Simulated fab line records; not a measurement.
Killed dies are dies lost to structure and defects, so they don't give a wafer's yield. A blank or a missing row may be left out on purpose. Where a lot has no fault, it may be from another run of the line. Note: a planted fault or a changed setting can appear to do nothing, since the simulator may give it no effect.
Split-lot study	flow n5-finfet	21 wafers read from 7 lots, route of 1938 steps

SPLIT DETAILS
At N5_SD_EPI_P_DESCUM_14 (chemistry O2, time 7.9 s), the setting time-s was moved away from the recipe's 7.9 s on 7 of the 21 wafers read, by -19.0% to +20.9%. The other wafers ran this setting at the recipe's value.

The split's own step is where the reading is taken.

THE READING
CAR-ArF-block_of_SD_EPI_P_COAT_03.thk-nm (the simulator's own value, which no gauge read), in nm, at N5_SD_EPI_P_DESCUM_14 (chemistry O2, time 7.9 s). No usual value for it is given in the file. Average 143.6 nm, standard deviation 0.47 nm, over the 14 wafers here run with the recipe.

wafer	tool, chamber at the split	time-s as run, s	against the recipe	CAR-ArF-block_of_SD_EPI_P_COAT_03.thk-nm, nm	against lot-mates on the recipe
L077.1	rie-diel-03, 2,0	6.402	-19.0%	143.6	+1.2
L077.2	rie-diel-03, 2,0	6.402	-19.0%	143.6	+1.2
L077.4	rie-diel-03, 1	7.9	recipe	142.4	-
L079.1	rie-diel-02, 1,3	7.9	recipe	144.2	-
L079.4	rie-diel-02, 1,3	7.9	recipe	144.2	-
L079.3	rie-diel-02, 0	7.9	recipe	144	-
L087.1	rie-diel-03, 0	7.9	recipe	143.8	-
L087.2	rie-diel-03, 3	7.9	recipe	143.6	-
L087.4	rie-diel-03, 2	7.9	recipe	144	-
L089.2	rie-diel-03, 1	7.9	recipe	143	-
L089.3	rie-diel-03, 2	7.9	recipe	143.2	-
L089.6	rie-diel-03, 3	7.9	recipe	143.4	-
L092.2	rie-diel-02, 0	9.05	+14.6%	143.2	-0.4
L092.4	rie-diel-02, 1	7.9	recipe	143.6	-
L092.5	rie-diel-02, 1	9.05	+14.6%	143	-0.6
L093.3	rie-diel-02, 2	9.554	+20.9%	142.4	no lot-mate on the recipe
L093.5	rie-diel-02, 2,1	9.554	+20.9%	142.2	no lot-mate on the recipe
L093.6	rie-diel-02, 2,1	9.554	+20.9%	142.2	no lot-mate on the recipe
L096.3	rie-diel-01, 3	7.9	recipe	143.6	-
L096.4	rie-diel-01, 0,2	7.9	recipe	143.8	-
L096.6	rie-diel-01, 0,2	7.9	recipe	143.8	-
When a row names more than one chamber, that row covers several wafers, and the file does not tell which wafer ran in which chamber.

THE FIT
A straight line over all 21 wafers: CAR-ArF-block_of_SD_EPI_P_COAT_03.thk-nm changes by -0.0371 nm for each +1% of time-s; r = -0.63; the points scatter about the line by 0.5 nm.
The same after taking each lot's own level away (the mean of its wafers on the recipe; 18 wafers): -0.0522 nm for each +1%; r = -0.94; scatter 0.16 nm.
On that fit, the largest move of time-s shifts the reading by 1.1 nm.
Across the lots, their own levels run from 142.40 to 144.13 nm, a range of 3.7 times the standard deviation given above.
So the lot-to-lot level blurs the effect unless lot-mates are compared.
Check: with one of the wafers moved furthest among these (-19.0%) left out of the fit, the line predicts +0.954 nm for it against its lot-mates. Against them it came out at +1.2 nm.

OTHER SPLITS APPLIED TO THESE WAFERS
These wafers also went through other splits before the reading. Each is held against what the fit with the lots' levels taken away leaves over:
other split on the same wafers	wafers away from the commonest value	r with CAR-ArF-block_of_SD_EPI_P_COAT_03.thk-nm (lot level and that fit taken away)
N5_PMOS_HMC_CHANNEL_EPI_HM_DEP_34 time-s	4	-0.42
N5_PMOS_HMC_CHANNEL_EPI_PEB_07 peb-temp-c	8	+0.15
N5_FIN_SAQP_SPACER1_ALD_24 temp-c	6	+0.19
N5_FIN_SAQP_COAT_68 spin-rpm	5	+0.20
N5_DUMMY_GATE_ETCH_37 source-w	7	+0.14
N5_DUMMY_GATE_ETCH_32 time-s	7	+0.00

THE FILE'S OWN FIT
CAR-ArF-block_of_SD_EPI_P_COAT_03.thk-nm changes by -0.0526 nm for each +1% of time-s, r = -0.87.
